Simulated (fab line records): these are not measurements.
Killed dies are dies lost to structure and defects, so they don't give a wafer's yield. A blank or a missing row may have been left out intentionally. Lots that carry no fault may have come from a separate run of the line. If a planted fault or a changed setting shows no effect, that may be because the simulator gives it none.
Comparing a struck lot with a sound one / flow nandHarc / 14 out of 1302 route steps
Sound: the wafers L507.1, L507.3, L507.5. Wafers struck: L493.3, L493.4, L493.5. The cause is given at the end.
Order at every step that has rows: each side's tool, ch and its chambers, its first start. Under that, the readings that differ: sound wafers / struck wafers / difference of the means / sigmas: that difference in standard deviations of wafers without a fault.
alike: readings with means less than 2 such deviations apart, plus words and numbers identical on both sides. not compared: withheld readings, readings lacking a value on some wafer, bounds such as >300 that could conceal the same value, and numbers that have no deviation in the record and whose values overlap.
A row with sigmas, a row that says differs or no value, or rows on one side alone: a step with any of these is where the two part. Non-overlapping numbers with no deviation appear without sigmas and do not part them. Lack of a reading on every wafer of one side parts them only where that side has two or more wafers.

first, 1 step without rows for these wafers: NHARC_A_ONON_D1_DEP_19 (target thk 1000 nm).
NHARC_A_ONON_D1_THK_MEAS_21: measures by ellipsometry.
  sound on filmMetro-01 at day 15 14:41; struck on filmMetro-02 at day 10 03:18
reading=thkNm (nm); sound=1014 1014 1013; struck=987 987 987; difference=-27; sigmas=-2
then, no rows for these wafers at 1 step: NHARC_A_ONON_D1_DEP_22 (target thk 1000 nm).
NHARC_A_ONON_D1_THK_MEAS_24: measures by ellipsometry.
  sound on filmMetro-02 at day 15 15:16; struck on filmMetro-01 at day 10 03:52
  alike: thkNm
then, no rows for these wafers at 1 step: NHARC_A_ONON_D1_DEP_25 (target thk 1000 nm).
NHARC_A_ONON_D1_THK_MEAS_27: measures by ellipsometry.
  sound on filmMetro-02 at day 15 15:50; struck on filmMetro-01 at day 10 04:26
  alike: thkNm
then, no rows for these wafers at 1 step: NHARC_A_ONON_D1_DEP_28 (target thk 1000 nm).
NHARC_A_ONON_D1_THK_MEAS_30: measures by ellipsometry.
  sound on filmMetro-02 at day 15 16:24; struck on filmMetro-01 at day 10 05:00
  alike: thkNm
NHARC_A_ONON_D1_DEP_33: deposits SiO2, target thk 200 nm.
  sound on pecvd-04 ch 0,1,2, day 15 16:28; struck on pecvd-03 ch 0,1, day 10 05:06
  alike: heaterPowerW, susceptorTempC, throttleValvePct
NHARC_A_ONON_D1_THK_MEAS_34: measures by ellipsometry.
  sound on filmMetro-01 at day 15 16:52; struck on filmMetro-01 at day 10 05:28
  alike: thkNm
NHARC_A_ONON_D1_INSPECT_32:
  sound on defectInspect-01 at day 15 16:56; struck on defectInspect-01 at day 10 05:32
  alike: rawDefectCount
NHARC_A_CHANNEL_HOLE_D1_DEP_00: deposits aC, target thk 3100 nm.
  sound on aclDep-01 ch 0, day 15 17:00; struck on aclDep-03 ch 0, day 10 10:38
  alike: susceptorTempC, throttleValvePct
NHARC_A_CHANNEL_HOLE_D1_DEP_01: deposits SiON, target thk 140 nm.
  sound on pecvd-02 ch 0,2, day 15 18:55; struck on pecvd-03 ch 1,2, day 10 12:04
  alike: heaterPowerW, susceptorTempC
-- break in the record here, with 16 days between the starts of the struck wafers on either side (left off in module A_CHANNEL_HOLE_D1, picked up again in module END, where the first step shown is number 1302 on the route) --
NHARC_END_SORT_01:
  here the record holds rows for the struck wafers (prober-01 ch 0, day 26 12:03) but none for the sound ones

== WHERE THEY PART ==
Last at NHARC_END_SORT_01 as far as this record goes, first at NHARC_A_ONON_D1_THK_MEAS_21.

WHY: whatever the simulator had introduced
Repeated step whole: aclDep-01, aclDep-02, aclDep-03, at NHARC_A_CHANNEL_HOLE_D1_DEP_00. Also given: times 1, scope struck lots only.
